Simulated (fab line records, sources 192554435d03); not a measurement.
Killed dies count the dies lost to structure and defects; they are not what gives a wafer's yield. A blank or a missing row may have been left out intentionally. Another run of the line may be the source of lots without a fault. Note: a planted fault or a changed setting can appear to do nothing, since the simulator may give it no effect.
The tool behind it: which one? :: flow n5-finfet :: Sampling: 10 lots, 29 wafers, 2 of 1938 route steps

WHAT THE GAUGES SHOWED, per wafer
N5_BEOL_M6_RS_MEAS_57: measurement is done with a four-point probe. Usual: for M6_RS the level is 0.288 ohm/sq and the standard deviation is 0.0084.
lot: L673
measured: day 9 05:11
on: film-metro-02
M6_RS (ohm/sq): 0.280 0.299 0.278
flag: 

lot: L671
measured: day 9 05:26
on: film-metro-02
M6_RS (ohm/sq): 0.273 0.279 0.279
flag: 

lot: L672
measured: day 9 06:53
on: film-metro-01
M6_RS (ohm/sq): 0.281 0.309 0.281
flag: 

lot: L674
measured: day 9 20:28
on: film-metro-02
M6_RS (ohm/sq): 0.300 0.284 0.284
flag: 

lot: L678
measured: day 10 12:35
on: film-metro-02
M6_RS (ohm/sq): 0.285 0.281 0.289
flag: 

lot: L680
measured: day 11 12:47
on: film-metro-01
M6_RS (ohm/sq): 0.289 0.298 0.285
flag: 

lot: L681
measured: day 11 18:57
on: film-metro-01
M6_RS (ohm/sq): 0.296 0.294
flag: 

lot: L685
measured: day 12 13:32
on: film-metro-02
M6_RS (ohm/sq): 0.274 0.280 0.289
flag: 

lot: L687
measured: day 13 03:08
on: film-metro-02
M6_RS (ohm/sq): 0.283 0.282 0.277
flag: 

lot: L690
measured: day 13 20:54
on: film-metro-01
M6_RS (ohm/sq): 0.288 0.282 0.287
flag: 

N5_BEOL_M7_THK_MEAS_01. Usual: for M7_ILD_THK the level is 154.8 nm and the standard deviation is 1.9.
lot: L673
measured: day 9 05:51
on: film-metro-02
M7_ILD_THK (nm): 153.8 155.0 157.4
flag: 

lot: L671
measured: day 9 06:04
on: film-metro-01
M7_ILD_THK (nm): 152.8 156.6 156.4
flag: 

lot: L672
measured: day 9 07:31
on: film-metro-02
M7_ILD_THK (nm): 152.9 154.6 157.7
flag: 

lot: L674
measured: day 9 21:08
on: film-metro-01
M7_ILD_THK (nm): 153.9 155.5 155.1
flag: 

lot: L678
measured: day 10 13:14
on: film-metro-02
M7_ILD_THK (nm): 156.3 155.5 156.9
flag: 

lot: L680
measured: day 11 13:32
on: film-metro-02
M7_ILD_THK (nm): 154.5 156.3 156.2
flag: 

lot: L681
measured: day 11 19:35
on: film-metro-01
M7_ILD_THK (nm): 154.5 153.0
flag: 

lot: L685
measured: day 12 14:25
on: film-metro-01
M7_ILD_THK (nm): 155.6 156.6 154.9
flag: 

lot: L687
measured: day 13 03:47
on: film-metro-02
M7_ILD_THK (nm): 151.7 152.9 153.5
flag: 

lot: L690
measured: day 13 21:32
on: film-metro-02
M7_ILD_THK (nm): 154.1 156.2 154.3
flag: 

EACH LOT AND THE TOOL THAT RAN IT (in order: tool; ch and the chambers of the sampled wafers; start)
There is no process step in the record ahead of these readings.

WHAT THE TOOLS THEMSELVES READ (means of the sampled wafers that have a number; where no wafer has one, the mark that the record gives instead)
The record holds no such reading with a usual standard deviation.

THE ANSWER, worked out from the rows above alone
Rule: lot off if the mean of its wafers having a number is beyond 3 standard deviations from the usual mean. Also off: a lot with no number at a reading for which 4 or more lots have one. All remaining lots with rows at the step are treated as sound. First the gauges in route order, then the tools' own readings, where a lot's mean is used as printed above. The first step at which some lot is off is used, and at that step the reading that is off furthest; a lot without a number counts as furthest.
Across all readings shown, no lot is off: no conclusion can be drawn from this.

WHAT THE SIMULATOR PUT IN
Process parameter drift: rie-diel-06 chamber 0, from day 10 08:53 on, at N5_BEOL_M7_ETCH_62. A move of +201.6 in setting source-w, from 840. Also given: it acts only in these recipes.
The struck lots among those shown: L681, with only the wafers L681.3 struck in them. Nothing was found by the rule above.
